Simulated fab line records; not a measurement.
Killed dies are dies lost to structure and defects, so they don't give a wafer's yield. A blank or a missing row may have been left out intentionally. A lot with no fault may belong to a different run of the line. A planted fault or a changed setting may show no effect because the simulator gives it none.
fab line records	flow nandHarc
record: lots: 14	wafers: 42	lastDay: 24
route steps=1159 shown A_SLIT@800 A_SIN_REMOVE@808 A_WL_FILL@811
lots untouched by any fault: they come from a run of this same line in which no faults occurred
startH: start of the lot's first displayed wafer, in hours after the record's first day	waitH: time in hours since the lot's previous step	" same as the row above	L1.1+2: a row that stands for several wafers	- either no value or no given start	* or withheld: withheld	< > ~ a bound
route shown NAME@n: a module of which the file shows steps, and the number in the route of the first	usual: mean and standard deviation over wafers with no fault	same: alike in all rows	chamber/n: place in a boat	sites: readings site by site	_std_site: standard deviation of those values	_edge_site: outer sites' mean less inner sites'	radiusMm: how far each site lies from the wafer's centre	mask NAME#n: copy n	behind: tool/chamber where the wafer was last shaped	hold: reason for holding the lot/hours on hold/outcome of the hold	device: transistor that didn't switch, given as n, p or np	end of line: the tests these same wafers got at the end of their route	for a step that has no rows: nothing shown but its recipe	killed: dies lost to structure and defects at the first sort, not the wafer's yield	map: dies across one wafer; x = killed, . = not, _ = none there
set.NAME: the run value of the setting; set.NAME@STEP: its run value at that earlier step	model.NAME: the simulator's own value behind a step, which no gauge read
steps of the route over a sample of lots; a table a step, a row a wafer
services: the hour from which a tool's chamber was out of use, counted from the record's first day as startH (under 0 if before that day), plus the number of hours and why
== steps ==
step: NHARC_A_SLIT_STRIP_18
recipe: o2FlowSccm: 500	arFlowSccm: 0	biasW: 0	chemistry: O2
usual: chamberPressureMTorr: 60.00/0.058	drypumpMotorCurrentA: 5.5/0.67	oesProductAu: 0.997/0.007	rfVppV: 57.8/0.9	showerheadPlenumPTorr: 3.57/0.084	throttleValvePct: 17.037/0.0093
lot.wafer	tool	chamber	startH	waitH	chamberPressureMTorr	drypumpMotorCurrentA	oesProductAu	rfHoursCounterH	rfVppV	showerheadPlenumPTorr	throttleValvePct
L863.2	rieDiel-07	2	-	-	60.04	5.4	0.996	7	57.1	3.52	17.046
L863.6	"	1	"	"	59.98	5.6	1.001	-	58.9	3.69	17.040
L863.5	"	2	"	"	59.96	5.4	1.004	-	58.4	3.52	17.036
L866.3	rieDiel-01	2	-	-	59.95	4.9	0.988	1	58.2	3.58	17.038
L866.1	"	3	"	"	59.98	5.9	0.989	1	59.3	3.58	17.029
L866.4	"	0	"	"	59.93	5.6	1.010	1	56.1	3.59	17.032
L869.3	rieDiel-01	1	-	-	60.03	5.4	1.008	3	57.0	3.43	17.028
L869.4	"	3	"	"	60.01	6.0	1.004	2	56.6	3.58	17.032
L869.5	"	1	"	"	60.03	5.4	1.013	-	58.6	3.43	17.045
L867.2	rieDiel-07	3	-	-	60.07	4.9	1.001	10	58.6	3.67	17.016
L867.3	"	0	"	"	60.00	5.5	1.008	9	58.5	3.43	17.042
L867.1	"	1	"	"	59.96	5.6	1.004	9	56.9	3.69	17.034
L872.2	rieDiel-06	3	-	-	60.01	6.7	0.996	9	58.2	3.67	17.047
L872.1	"	1	"	"	60.04	4.9	0.988	8	57.1	3.50	17.041
L872.6	"	3	"	"	59.96	6.7	0.995	-	56.9	3.67	17.051
L870.1	rieDiel-07	2	-	-	59.91	5.4	1.005	11	56.9	3.52	17.041
L870.4	"	0	"	"	59.94	5.5	1.006	10	58.1	3.43	17.035
L870.5	"	3	"	"	60.08	4.9	0.996	-	58.1	3.67	17.041
L873.4	rieDiel-06	1	-	-	60.09	4.9	0.988	9	56.0	3.50	17.025
L873.2	"	0	"	"	60.02	6.3	1.015	8	58.5	3.50	17.054
L873.5	"	1	"	"	59.99	4.9	0.998	-	56.5	3.50	17.035
L875.2	rieDiel-01	0	-	-	60.06	5.6	0.990	5	57.8	3.59	17.048
L875.6	"	3	"	"	59.99	6.0	0.991	-	58.2	3.58	17.050
L875.5	"	0	"	"	60.00	5.6	0.999	-	58.9	3.59	17.039
L876.4	rieDiel-06	1	-	-	59.93	4.9	0.985	9	57.6	3.50	17.048
L876.1	"	2	"	"	59.95	4.7	0.994	10	58.2	3.64	17.041
L876.2	"	0	"	"	59.97	6.3	0.997	9	57.2	3.50	17.047
L874.4	rieDiel-06	3	-	-	60.00	6.7	1.001	10	58.5	3.67	17.029
L874.1	"	1	"	"	59.97	4.8	0.988	9	56.6	3.50	17.041
L874.6	"	3	"	"	60.04	6.7	0.994	-	58.7	3.67	17.062
L884.3	rieDiel-06	1	-	-	60.07	4.9	1.001	2	57.5	3.49	17.030
L884.2	"	2	"	"	59.98	4.7	0.990	2	57.2	3.64	17.033
L884.6	"	3	"	"	60.03	6.7	0.994	-	57.6	3.67	17.024
L881.1	rieDiel-06	0	-	-	59.90	6.3	1.005	2	59.4	3.50	17.034
L881.3	"	1	"	"	59.93	4.9	0.999	2	58.5	3.49	17.036
L881.6	"	0	"	"	59.95	6.3	0.997	-	59.2	3.50	17.028
L885.4	rieDiel-01	1	-	-	60.08	5.4	0.994	10	56.5	3.43	17.040
L885.3	"	3	"	"	59.92	6.0	0.998	9	57.6	3.58	17.049
L885.2	"	0	"	"	60.00	5.6	0.989	10	58.6	3.58	17.031
L886.1	rieDiel-01	0	-	-	59.91	5.6	1.001	10	58.3	3.58	17.030
L886.4	"	1	"	"	59.98	5.4	0.993	11	57.9	3.43	17.019
L886.2	"	3	"	"	60.04	6.0	0.989	9	58.5	3.58	17.034
step: NHARC_A_SIN_REMOVE_INSPECT_04
usual: rawDefectCount: 310/91
lot.wafer	tool	chamber	startH	waitH	rawDefectCount
L863.2	defectInspect-02	-	333.74	0.0	334
L863.5	"	-	"	"	327
L863.6	"	-	"	"	342
L866.1	defectInspect-02	-	343.08	0.0	299
L866.3	"	-	"	"	217
L866.4	"	-	"	"	198
L869.3	defectInspect-01	-	371.94	0.0	303
L869.4	"	-	"	"	255
L869.5	"	-	"	"	478
L867.1	defectInspect-02	-	371.97	0.0	255
L867.2	"	-	"	"	223
L867.3	"	-	"	"	223
L872.1	defectInspect-02	-	385.47	0.0	403
L872.2	"	-	"	"	391
L872.6	"	-	"	"	354
L870.1	defectInspect-02	-	388.59	0.0	335
L870.4	"	-	"	"	391
L870.5	"	-	"	"	257
L873.2	defectInspect-01	-	399.38	0.1	304
L873.4	"	-	"	"	254
L873.5	"	-	"	"	317
L875.2	defectInspect-01	-	405.59	0.0	214
L875.5	"	-	"	"	284
L875.6	"	-	"	"	240
L874.1	defectInspect-01	-	409.30	0.0	234
L874.4	"	-	"	"	214
L874.6	"	-	"	"	296
L876.1	defectInspect-02	-	409.34	0.0	347
L876.2	"	-	"	"	547
L876.4	"	-	"	"	456
L881.1	defectInspect-01	-	456.23	0.0	277
L881.3	"	-	"	"	446
L881.6	"	-	"	"	289
L884.2	defectInspect-02	-	456.24	0.0	328
L884.3	"	-	"	"	308
L884.6	"	-	"	"	317
L885.2	defectInspect-02	-	465.12	0.0	253
L885.3	"	-	"	"	212
L885.4	"	-	"	"	230
L886.1	defectInspect-01	-	474.90	0.0	274
L886.2	"	-	"	"	195
L886.4	"	-	"	"	185
step: NHARC_A_WL_FILL_ALD_02
recipe: targetThkA: 20	pulseTimeS: 3	aldCycles: 100	tempC: 450	material: TiN
usual: aldCycles: 100/0	heaterPowerOuterW: 684/68	heaterPowerW: 1095/130	precursorPulseHeightRel: 1.002/0.018
lot.wafer	tool	chamber	startH	waitH	aldCycles	heaterPowerOuterW	heaterPowerW	precursorPulseHeightRel
L863.2	aldMetal-03	1	334.33	0.2	100	694	1127	1.024
L863.5	"	0	"	"	100	690	1097	1.014
L863.6	"	1	"	"	100	704	1128	1.028
L866.1	aldMetal-04	3	343.68	0.2	100	808	1238	0.995
L866.3	"	0	"	"	100	808	1448	1.011
L866.4	"	1	"	"	100	604	986	0.990
L869.4	aldMetal-03	3	372.56	0.2	100	678	1047	0.999
L869.3	"	0	"	"	100	696	1085	0.980
L869.5	"	1	"	"	100	710	1115	0.974
L867.1	aldMetal-04	2	372.66	0.2	100	627	991	1.029
L867.2	"	3	"	"	100	790	1195	1.002
L867.3	"	0	"	"	100	817	1429	0.998
L872.1	aldMetal-02	0	386.82	0.2	100	611	888	1.026
L872.2	"	1	"	"	100	798	1224	0.975
L872.6	"	0	"	"	100	613	943	0.994
L870.1	aldMetal-03	0	389.13	0.2	100	693	1072	1.011
L870.5	"	0	"	"	100	699	1076	0.998
L870.4	"	2	"	"	100	634	1082	1.017
L873.4	aldMetal-02	1	400.01	0.2	100	792	1282	1.005
L873.2	"	2	"	"	100	747	1259	0.999
L873.5	"	0	"	"	100	593	893	1.023
L875.2	aldMetal-03	2	406.24	0.3	100	635	1065	1.016
L875.5	"	3	"	"	100	694	1040	0.992
L875.6	"	0	"	"	100	688	1079	1.001
L874.1	aldMetal-02	3	409.84	0.2	100	605	992	1.005
L874.4	"	0	"	"	100	608	891	0.990
L874.6	"	0	"	"	100	628	899	0.987
L876.2	aldMetal-03	2	410.01	0.2	100	654	1070	1.042
L876.1	"	0	"	"	100	694	1102	1.015
L876.4	"	3	"	"	100	689	1076	1.017
L881.3	aldMetal-04	1	456.81	0.2	-	-	-	-
L881.1	"	2	"	"	-	-	-	-
L881.6	"	0	"	"	-	-	-	-
L884.2	aldMetal-03	0	456.99	0.2	-	-	-	-
L884.3	"	3	"	"	-	-	-	-
L884.6	"	1	"	"	-	-	-	-
L885.2	aldMetal-03	0	465.65	0.2	100	672	1101	0.972
L885.3	"	1	"	"	100	697	1128	1.018
L885.4	"	3	"	"	100	684	1050	1.031
L886.4	aldMetal-04	1	475.74	0.1	100	595	1005	0.994
L886.1	"	2	"	"	100	657	997	0.993
L886.2	"	0	"	"	100	850	1406	0.993
step: NHARC_A_WL_FILL_ALD_10
recipe: targetThkA: 500	pulseTimeS: 10	aldCycles: 500	tempC: 300	material: SiO2
usual: heaterPowerOuterW: 267/27	heaterPowerW: 480/67	precursorPulseHeightRel: 1.000/0.022
same: aldCycles: 500
lot.wafer	tool	chamber	startH	waitH	heaterPowerOuterW	heaterPowerW	precursorPulseHeightRel
L863.2	aldHk-03	3	345.79	2.1	239	417	1.003
L863.5	"	1	347.87	4.2	319	633	1.008
L863.6	"	2	348.91	5.3	268	448	1.040
L866.3	aldHk-02	3	353.55	0.0	216	408	1.033
L866.4	"	0	"	"	230	399	1.012
L866.1	"	2	355.10	1.6	263	495	0.992
L867.1	aldHk-02	1	383.25	0.1	270	462	1.033
L867.3	"	3	384.29	1.1	219	421	0.997
L867.2	"	0	"	"	228	410	1.004
L869.3	aldHk-03	1	383.25	0.1	327	635	0.989
L869.4	"	0	384.80	1.6	273	487	1.001
L869.5	"	1	"	"	317	631	1.046
L872.2	aldHk-02	0	397.32	1.1	236	405	0.986
L872.1	"	1	"	"	275	464	1.017
L872.6	"	2	"	"	268	497	0.996
L870.1	aldHk-01	3	400.06	0.1	260	425	1.043
L870.4	"	1	401.07	1.1	266	489	1.008
L870.5	"	0	402.60	2.6	278	476	1.038
L875.2	aldHk-03	2	414.33	0.1	271	457	1.038
L875.5	"	2	416.37	2.1	276	453	0.996
L875.6	"	3	"	"	236	426	0.980
L873.2	aldHk-02	1	416.97	2.7	270	456	1.007
L873.4	"	2	"	"	270	500	0.983
L873.5	"	2	419.54	5.3	273	514	1.011
L874.4	aldHk-03	1	422.05	0.0	316	641	0.969
L874.1	"	2	"	"	273	453	1.015
L874.6	"	1	424.12	2.1	319	648	0.983
L876.4	aldHk-01	3	426.22	0.6	264	435	0.987
L876.2	"	0	"	"	268	464	1.016
L876.1	"	1	"	"	262	477	0.982
L881.3	aldHk-01	2	467.40	0.8	250	441	1.020
L881.1	"	3	"	"	262	448	1.017
L881.6	"	1	468.94	2.3	254	468	1.007
L884.2	aldHk-03	3	469.81	3.2	240	419	0.970
L884.3	"	0	"	"	294	504	0.991
L884.6	"	3	471.86	5.2	237	425	1.042
L885.4	aldHk-03	2	477.09	0.0	267	461	0.961
L885.2	"	3	"	"	240	425	0.975
L885.3	"	0	"	"	279	499	0.999
L886.2	aldHk-03	2	485.19	0.1	272	449	0.986
L886.4	"	3	"	"	235	425	0.985
L886.1	"	1	486.73	1.6	313	624	0.993
== services ==
tool	chamber	startH	hours	kind
rieDiel-01	-	314.80	9.0	pm
aldMetal-03	-	322.00	10.0	pm
aldMetal-03	0	322.00	10.0	ventCycle
aldMetal-03	1	322.00	10.0	ventCycle
aldMetal-03	2	322.00	10.0	ventCycle
aldMetal-03	3	322.00	10.0	ventCycle
rieDiel-01	3	325.18	3.7	repair
aldMetal-02	3	363.53	25.2	repair
aldMetal-02	-	364.00	10.0	pm
aldMetal-03	1	388.82	27.6	repair
aldMetal-03	3	400.31	5.2	repair
rieDiel-01	0	401.18	2.2	repair
rieDiel-07	-	405.46	9.0	pm
aldMetal-04	-	406.00	10.0	pm
aldHk-01	-	410.37	10.0	pm
rieDiel-07	1	417.59	13.4	repair
rieDiel-06	-	418.47	9.0	pm
rieDiel-01	3	420.44	7.2	repair
aldMetal-04	3	421.96	20.8	repair
rieDiel-07	1	446.44	3.4	repair
rieDiel-01	1	458.10	4.9	repair
rieDiel-07	1	462.03	5.3	repair
aldHk-02	-	462.41	10.0	pm
aldMetal-02	2	482.93	32.3	repair
== key ==
firstSign: step: NHARC_A_WL_FILL_ALD_02	reading: toolRecord	direction: missing
effect none on later readings
metAt NHARC_A_WL_FILL_ALD_02
struckLots L881,L884
laterRowsLeftOut L881.1,L881.3,L881.6,L884.2,L884.3,L884.6
sortLeftOut L881.1,L881.3,L881.6,L884.2,L884.3,L884.6
testerLeftOut L881,L884
notActingAt NHARC_A_SLIT_STRIP_18,NHARC_A_SIN_REMOVE_INSPECT_04,NHARC_A_WL_FILL_ALD_10
onsetBetween 410.01 456.81
fault: kind: skippedStepWhole	tool: aldMetal-03,aldMetal-04	chamber: -	onsetH: 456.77	steps: NHARC_A_WL_FILL_ALD_02	scope: struckLotsOnly
testerLeftOut: of these lots the tester's yield and bins aren't shown, on N5 and GAA mostly nor the transistor test; their killed dies are dies lost to structure and defects alone, not to doping, threshold or leakage, so they don't give the yield
sortLeftOut: the simulated sort isn't trusted on such a fault, so these wafers' sort isn't shown, and their yield isn't known
laterRowsLeftOut: the simulator's readings of these wafers behind a module that went badly wrong aren't trusted and aren't shown, but for the sort
